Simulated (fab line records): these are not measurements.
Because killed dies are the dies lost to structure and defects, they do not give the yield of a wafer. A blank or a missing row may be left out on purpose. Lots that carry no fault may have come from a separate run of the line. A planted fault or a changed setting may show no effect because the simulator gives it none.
Code-filled problem report in 8D (eight disciplines) form -- flow n5 finfet -- the parts of the form that need people (team, actions taken, sign-off) are left out

## 1. PROBLEM STATEMENT
killed_at_M4_up at N5_PASSIVATION_PROBE_49 reads a mean of 134 on 6 wafers of 2 lots; wafers without a fault read 14 with a standard deviation of 5.6. That is +21 standard deviations from the usual mean.
Earliest sighting: wafer L589.1 on prober-02 at day 18 04:47. The record has a number at this step for 6 wafers belonging to 2 lots. The rule behind "out" and "out of limits": a value lying over 4 standard deviations away from the usual mean. Any other wafer with a number is counted as sound.

## 2. WHAT IT IS; WHAT IT IS NOT
question,is,is not
which readings at this step,"killed_at_M4_up, defect limited yield, killed dies, sort_bin_5_function","killed_at_M0_to_M3, killed at contacts, killed at front end, killed at other, killed open, killed short, sort_bin_8_speed"
which lots,"L589, L590",-
which wafers of those lots,all that have a number,-
read on which tools,prober-02,-
when,from day 18 04:47,up to then (0 sound wafers)

## 3. SUSPECTS, AND WHAT RULES EACH OUT
Counting: a tool at a process step up to the reading stays a suspect if it ran every lot that is out and no sound lot after the first of them.
- rie diel-05 at N5_BEOL_M5_STRIP_91 (strips in N2/H2, time 10 s): kept. It ran every lot that is out, first L589 (day 13 09:41), and no sound lot after that.
- rie metal-02 at N5_PASSIVATION_AL_ETCH_33 (etches Al in Cl2/BCl3, stops on TaN, target depth 2800 nm, time 466.7 s): kept. It ran every lot that is out, first L589 (day 17 23:46), and no sound lot after that.
- prober-02 at N5_PASSIVATION_PROBE_49: kept. It ran every lot that is out, first L589 (day 18 04:47), and no sound lot after that. Out on those wafers are its own readings of defect limited yield, killed_at_M4_up, killed dies, sort_bin_5_function.
Left after counting: rie diel-05 at N5_BEOL_M5_STRIP_91, rie metal-02 at N5_PASSIVATION_AL_ETCH_33, prober-02 at N5_PASSIVATION_PROBE_49.

## 4. THE CAUSE (what the simulator had put in)
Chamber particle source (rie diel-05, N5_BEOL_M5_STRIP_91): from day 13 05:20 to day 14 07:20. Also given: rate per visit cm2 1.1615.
After counting, 3 suspects remain, this tool included.

## 5. SEQUENCE OF EFFECTS, ordered by route
Each row: a reading where the mean over the struck wafers with a number is more than 3 standard deviations away from the usual. Scope: only readings with a usual standard deviation given in the record; hours: median across lots of the time from each lot's start at the first step in this table that gives one to its start at this step; sigmas: change in usual standard deviations.
hours,step,reading,usual,on struck wafers,change,sigmas
0,N5_PASSIVATION_PROBE_49,defect limited yield,91.1 %,81.8,-9.3,-6.6
0,N5_PASSIVATION_PROBE_49,killed_at_M4_up,14,134,+120,+21
0,N5_PASSIVATION_PROBE_49,killed dies,105,214,+109,+6.8
0,N5_PASSIVATION_PROBE_49,sort_bin_5_function,5.2 %,11.0,+5.8,+6.7
0,N5_PASSIVATION_PROBE_49,sort n pass,1074,966,-108,-5.2
0,N5_PASSIVATION_PROBE_49,sort yield pct,91.0 %,81.8,-9.2,-5.1
The process steps in it:
- N5_PASSIVATION_PROBE_49

## 6. WHAT WOULD HAVE CAUGHT IT SOONER
The fault began at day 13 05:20; the first out-of-limits reading in this record came at day 18 04:47, 119 hours later.
No tool reading at N5_BEOL_M5_STRIP_91 that has a usual standard deviation in the record was out on any struck wafer, so an alarm limit of 4 standard deviations on those readings would not have fired.
By day 18 04:47, every lot that is out (2) had started N5_BEOL_M5_STRIP_91 on rie diel-05. A hold on the tool at that time would have spared none of them.
